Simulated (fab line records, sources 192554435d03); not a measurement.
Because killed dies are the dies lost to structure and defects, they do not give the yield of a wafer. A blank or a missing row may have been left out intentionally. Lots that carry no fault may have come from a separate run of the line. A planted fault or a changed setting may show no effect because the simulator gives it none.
Matching of chambers | flow n5-finfet | rie-diel-04 running N5_MOL_CONTACT_COAG_ETCHBACK_136: 4 sister chambers
The step etches SiO2 in CHF3, target depth 25 nm, time 16.7 s. 4 wafers are shown with their chamber, then 7 later ones without.

WAFERS PAIRED WITH THEIR CHAMBERS
wafer  | chamber | rf-vpp-V (V)
L076.2 | 1       | 534
L086.5 | 0       | 532
L087.1 | 3       | 556
L087.4 | 2       | 507

WAFERS WITH NO CHAMBER GIVEN
wafer  | rf-vpp-V (V)
L087.6 | 555
L088.1 | 543
L088.3 | 555
L088.6 | 555
L096.3 | 556
L096.5 | 509
L096.6 | 555

THE CHAMBER EACH PASSED THROUGH
wafer  | from the rows above          | in truth
L087.6 | 3                            | 3
L088.1 | can't be placed: 1 or 0 or 3 | 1
L088.3 | 3                            | 3
L088.6 | 3                            | 3
L096.3 | 3                            | 3
L096.5 | 2                            | 2
L096.6 | 3                            | 3
Correctly placed: 6 of 7. Cannot be placed on the basis of these rows: 1; the candidates contain the true chamber in 1. Wrongly placed: 0.
How it was worked out, from the rows above alone: a wafer's distance from a chamber is the root of the sum, over the readings, of the square of ((its reading less the chamber's mean) divided by the reading's scatter). The wafer belongs to the nearest chamber; if the next one is less than 2 further off, it can't be placed. For every chamber, the mean is computed from those of its wafers that are shown. The scatter (one wafer shown for each chamber): square how far every hidden wafer sits from the nearest shown wafer, average those squares and take the square root.
